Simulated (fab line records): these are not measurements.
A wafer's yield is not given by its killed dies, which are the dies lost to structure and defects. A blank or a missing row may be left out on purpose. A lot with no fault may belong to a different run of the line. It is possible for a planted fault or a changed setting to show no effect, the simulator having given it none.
What tool caused it?	flow nand-harc	39 wafers from 13 lots sampled at 5 of the route's 1302 steps

== WHAT EACH GAUGE READ, for each wafer ==
NHARC_A_ONON_D2_THK_MEAS_05: measures by ellipsometry.
lot	measured	on	thk-nm (nm)
L277	day 12 12:43	film-metro-02	1014 1016 1014
L279	day 13 06:50	film-metro-02	986 986 984
L282	day 14 14:34	film-metro-02	998 999 999
L278	day 15 10:10	film-metro-02	1002 1005 1004
L284	day 15 10:11	film-metro-01	1003 1003 1006
L283	day 15 15:25	film-metro-01	1004 1005 1006
L286	day 16 04:59	film-metro-01	1006 1004 1004
L287	day 16 07:38	film-metro-02	1006 1004 1002
L288	day 17 07:31	film-metro-02	1014 1014 1014
L289	day 17 10:04	film-metro-01	1006 1006 1006
L291	day 18 17:22	film-metro-02	1007 1006 1006
L297	day 21 02:32	film-metro-02	1000 999 1001
L300	day 21 18:09	film-metro-02	996 998 998

NHARC_A_ONON_D2_THK_MEAS_27: measures by ellipsometry.
lot	measured	on	thk-nm (nm)
L277	day 12 23:56	film-metro-02	1011 1013 1013
L279	day 13 17:38	film-metro-02	1010 1013 1014
L282	day 15 01:17	film-metro-02	978 979 981
L278	day 15 21:23	film-metro-02	1028 1030 1030
L284	day 15 21:23	film-metro-01	1000 1000 1000
L283	day 16 02:12	film-metro-02	989 990 990
L286	day 16 16:19	film-metro-01	1014 1013 1015
L287	day 16 16:20	film-metro-01	989 988 988
L288	day 17 18:25	film-metro-02	995 994 995
L289	day 17 18:25	film-metro-01	989 989 991
L291	day 19 03:59	film-metro-02	1006 1006 1004
L297	day 21 13:21	film-metro-02	1011 1012 1013
L300	day 22 04:56	film-metro-02	995 996 999

NHARC_A_CHANNEL_HOLE_D2_OVL_MEAS_11.
lot	measured	on	overlay-x-nm (nm)	overlay-y-nm (nm)
L277	day 13 03:49	overlay-01	-0.1 -0.1 0.1	-0.2 0.3 0.2
L279	day 14 01:57	overlay-02	-0.7 -0.4 -1.5	1.2 1.0 0.9
L282	day 15 05:05	overlay-01	-0.6 -0.8 -0.6	-0.6 0.0 -0.6
L278	day 16 01:38	overlay-01	0.4 -0.8 0.1	0.8 0.9 0.1
L284	day 16 01:26	overlay-01	1.6 0.8 1.0	0.6 0.7 0.4
L283	day 16 06:01	overlay-01	0.6 0.4 0.7	0.2 0.3 0.7
L286	day 16 20:09	overlay-01	-0.2 -0.4 -0.5	0.8 0.9 0.7
L287	day 16 22:06	overlay-01	1.8 1.9 1.9	-0.1 -0.3 -0.1
L288	day 17 22:35	overlay-01	1.1 0.7 1.2	0.8 0.9 1.0
L289	day 17 23:26	overlay-01	0.7 1.0 0.5	0.4 0.5 0.5
L291	day 19 12:05	overlay-02	-0.2 0.5 0.0	-0.6 -0.5 -0.6
L297	day 21 18:57	overlay-02	0.4 0.4 0.2	-0.4 -0.1 -0.2
L300	day 22 08:59	overlay-01	-0.4 -0.7 -0.8	-0.2 0.4 0.4

NHARC_END_SORT_01.
lot	measured	on	killed-at-array	killed-at-other	killed-at-periphery	killed-dies	killed-open	killed-short
L277	day 24 08:31	prober-02	90 78 90	0 0 0	1 3 2	91 81 92	2 2 1	2 2 2
L279	day 25 03:56	prober-02	26 48 28	1 4 3	2 3 2	29 55 33	5 2 2	2 2 2
L282	day 26 09:32	prober-01	66 48 47	1 3 0	4 1 0	71 52 47	11 4 1	3 3 6
L278	day 27 14:08	prober-01	77 65 69	3 0 2	0 1 3	80 66 74	1 4 4	0 0 3
L284	day 27 14:55	prober-02	21 22 19	1 0 0	7 4 3	29 26 22	3 3 1	4 1 3
L283	day 27 21:58	prober-01	90 64 76	0 1 0	4 0 0	94 65 76	5 2 2	8 7 2
L286	day 28 12:52	prober-02	81 54 67	0 0 1	0 5 5	81 59 73	2 1 1	3 0 4
L287	day 28 05:04	prober-02	41 40 41	0 0 0	10 8 4	51 48 45	3 4 4	2 6 1
L288	day 29 07:24	prober-01	19 14 28	2 0 3	11 6 7	32 20 38	3 1 4	6 0 3
L289	day 29 17:55	prober-02	106 113 72	0 0 2	3 1 6	109 114 80	3 3 3	3 3 1
L291	day 30 20:51	prober-01	63 56 68	1 1 1	2 1 3	66 58 72	4 5 4	3 1 2
L297	day 33 22:14	prober-02	59 66 62	1 0 2	2 3 2	62 69 66	3 8 4	3 2 3
L300	day 33 18:37	prober-01	66 61 64	0 0 0	2 3 1	68 64 65	3 1 3	3 1 4

== WHICH TOOL RAN EACH LOT (tool, then ch and the chambers of the sampled wafers, then the start) ==
lot	NHARC_A_CHANNEL_HOLE_D2_SOFTBAKE_05
L277	litho-track-06 ch 0, day 13 03:00
L279	litho-track-04 ch 0, day 14 01:00
L282	litho-track-04 ch 0, day 15 04:00
L278	litho-track-04 ch 0, day 16 01:00
L284	litho-track-01 ch 0, day 16 01:00
L283	litho-track-04 ch 0, day 16 05:00
L286	litho-track-06 ch 0, day 16 19:00
L287	litho-track-01 ch 0, day 16 21:00
L288	litho-track-06 ch 0, day 17 22:00
L289	litho-track-06 ch 0, day 17 22:00
L291	litho-track-06 ch 0, day 19 11:00
L297	litho-track-01 ch 0, day 21 18:00
L300	litho-track-06 ch 0, day 22 08:00
- NHARC_A_CHANNEL_HOLE_D2_SOFTBAKE_05: time 55 s.

== WHAT THE TOOLS THEMSELVES READ (means of the sampled wafers that have a number; where no wafer has one, the mark that the record gives instead) ==
NHARC_A_CHANNEL_HOLE_D2_SOFTBAKE_05.
lot	tool	heater-power-total-W (W)
L277	litho-track-06	188.50
L279	litho-track-04	188.57
L282	litho-track-04	188.38
L278	litho-track-04	188.55
L284	litho-track-01	188.54
L283	litho-track-04	188.46
L286	litho-track-06	188.47
L287	litho-track-01	188.39
L288	litho-track-06	188.47
L289	litho-track-06	188.35
L291	litho-track-06	188.37
L297	litho-track-01	199.92
L300	litho-track-06	188.34

== THE ANSWER, worked out from the rows above alone ==
Rule: usual is defined by the lots themselves. Put in order of their means at a reading, lots are off if they are a third of the lots or fewer, leave a main group of 4 or more, and stand apart from it by a gap of 3 or more times the standard deviation of the main group's means; of several such gaps the widest counts. A main group is skipped when, at the precision printed for the reading in the tables above, its means are all equal. Also off: a lot with no number at a reading for which 4 or more lots have one. The other lots that the step has rows for count as sound. After the gauges, taken in route order, come the tools' own readings; for these a lot's mean is taken, as printed above. At the first step where some lot is off, the reading lying furthest off is the one used; lots without a number count as furthest.
Off at NHARC_A_CHANNEL_HOLE_D2_SOFTBAKE_05 (heater-power-total-W): L297. Main group: mean 188.45 W, sd 0.078.
A tool fits if, at that step or a process step before it, it ran every lot that is off, and no sound lot after the first of them. One candidate fits, namely litho-track-01 at NHARC_A_CHANNEL_HOLE_D2_SOFTBAKE_05. A fault onset in the window from L287 (day 16 21:00, its last sound lot) to L297 (day 21 18:00, its first lot off) fits.
The tool's own readings at NHARC_A_CHANNEL_HOLE_D2_SOFTBAKE_05 bear it out: on the lots that are off they differ by more than 5 times the standard deviation of the sound lots' means. heater-power-total-W reads 199.92 W there against 188.45 W on the sound lots.

== WHAT THE SIMULATOR PUT IN ==
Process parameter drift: litho-track-01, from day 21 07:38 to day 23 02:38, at NHARC_A_CHANNEL_HOLE_D2_SOFTBAKE_05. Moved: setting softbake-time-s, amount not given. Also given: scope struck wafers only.
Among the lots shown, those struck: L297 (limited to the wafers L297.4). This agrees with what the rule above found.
